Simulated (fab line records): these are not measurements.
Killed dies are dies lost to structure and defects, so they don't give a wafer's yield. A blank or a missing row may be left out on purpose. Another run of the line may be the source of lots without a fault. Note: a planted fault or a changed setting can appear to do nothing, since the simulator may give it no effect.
Chamber matching ; flow nand harc ; pecvd-02 running NHARC_A_M1_DEP_33: 3 sister chambers
The step deposits SiCN, target thk 30 nm. 16 wafers are shown with their chamber, then 8 later ones without.

== WAFERS, EACH WITH ITS CHAMBER ==
wafer;chamber;heater power w (W);rf fwd power W (W)
L078.2;1;386;450.8
L078.3;2;624;447.6
L078.5;1;379;449.3
L077.1;1;454;449.2
L077.4;1;431;450.3
L077.5;2;724;450.8
L082.1;0;756;450.9
L082.4;1;469;452.6
L082.6;0;749;448.9
L084.1;1;425;449.2
L084.4;0;674;447.6
L084.5;1;428;447.7
L085.2;0;706;448.4
L085.5;1;463;449.0
L085.6;0;732;450.1
L088.3;2;619;448.0

SIGNATURES (means of the wafers above)
reading;chamber 0;chamber 1;chamber 2;scatter within a chamber
heater power w;723.40;429.38;655.67;38.5
rf fwd power W;449.180;449.762;448.800;1.47
Rule: a wafer lies at a distance from a chamber equal to the root of the sum of squares, over the readings, of (its reading less the chamber's mean, divided by the reading's scatter). If the next closest chamber is less than 2 further off than the closest, the wafer can't be placed; otherwise it belongs to the closest. The scatter: the root of (the sum of the squares of (reading less its chamber's mean) over the shown wafers, divided by (wafers less chambers)).

== WAFERS MISSING THEIR CHAMBER ==
wafer;heater power w (W);rf fwd power W (W)
L088.4;694;446.6
L088.6;601;447.3
L090.4;456;448.7
L090.5;594;448.9
L090.6;703;451.0
L092.2;488;446.8
L092.4;570;449.0
L092.6;779;449.5

== WHICH CHAMBER EACH ONE RAN IN ==
wafer;from the rows above;in truth
L088.4;can't be placed: 2 or 0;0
L088.6;can't be placed: 2 or 0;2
L090.4;1;1
L090.5;can't be placed: 2 or 0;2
L090.6;can't be placed: 0 or 2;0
L092.2;1;1
L092.4;can't be placed: 2 or 1 or 0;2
L092.6;can't be placed: 0 or 2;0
Correct placement for 2 of the 8. Not placeable from these rows: 6 (in 6, the candidates include the true chamber). Number placed wrongly: 0.
